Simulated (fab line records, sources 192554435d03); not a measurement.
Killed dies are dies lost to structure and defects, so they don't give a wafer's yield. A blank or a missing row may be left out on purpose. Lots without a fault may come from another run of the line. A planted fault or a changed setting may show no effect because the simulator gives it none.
Which tool did it? | flow n5_finfet | 11 lots, 32 wafers sampled, at 1 step of a route of 1938

WHAT THE GAUGES READ, wafer by wafer
N5_BEOL_M4_THK_MEAS_53: measures by xrf. Usual: M4_THK 40.2 nm, standard deviation 1.6.
lot  | measured     | on            | M4_THK (nm)    | flag
L267 | day 7 23:04  | film_metro-01 | 40.5 37.3      |
L268 | day 8 07:26  | film_metro-01 | 42.5 40.0 38.8 |
L269 | day 8 11:11  | film_metro-02 | 39.2 36.7 40.1 |
L278 | day 10 03:37 | film_metro-01 | 41.0 40.8 40.0 |
L277 | day 10 05:28 | film_metro-01 | 38.7 39.5 39.0 |
L282 | day 11 09:22 | film_metro-02 | 39.3 39.8 41.6 |
L281 | day 12 01:36 | film_metro-01 | 41.7 40.3 39.7 |
L285 | day 13 06:35 | film_metro-01 | 39.9 41.2 39.0 |
L286 | day 14 00:34 | film_metro-02 | 40.3 36.7 39.8 |
L289 | day 14 04:10 | film_metro-02 | 41.3 40.9 42.2 |
L288 | day 15 05:33 | film_metro-01 | 40.7 39.1 41.8 |

WHICH TOOL RAN EACH LOT (tool, then ch and the chambers of the sampled wafers, then the start)
The record holds no process step before these readings.

WHAT THE TOOLS THEMSELVES READ (means of the sampled wafers that have a number; where no wafer has one, the mark that the record gives instead)
The record holds no such reading with a usual standard deviation.

THE ANSWER, worked out from the rows above alone
Rule: a lot is off if the mean of its wafers that have a number lies more than 3 standard deviations from the usual mean. A lot without any number at a reading at which 4 lots or more have one is off too. The other lots that the step has rows for count as sound. The gauges are gone through in route order, then the tools' own readings, and for those a lot's mean is taken as printed above. The first step at which some lot is off is used, and at that step the reading that is off furthest; a lot without a number counts as furthest.
No lot is off at any reading shown: from this, nothing can be told.

WHAT THE SIMULATOR HAD PUT IN
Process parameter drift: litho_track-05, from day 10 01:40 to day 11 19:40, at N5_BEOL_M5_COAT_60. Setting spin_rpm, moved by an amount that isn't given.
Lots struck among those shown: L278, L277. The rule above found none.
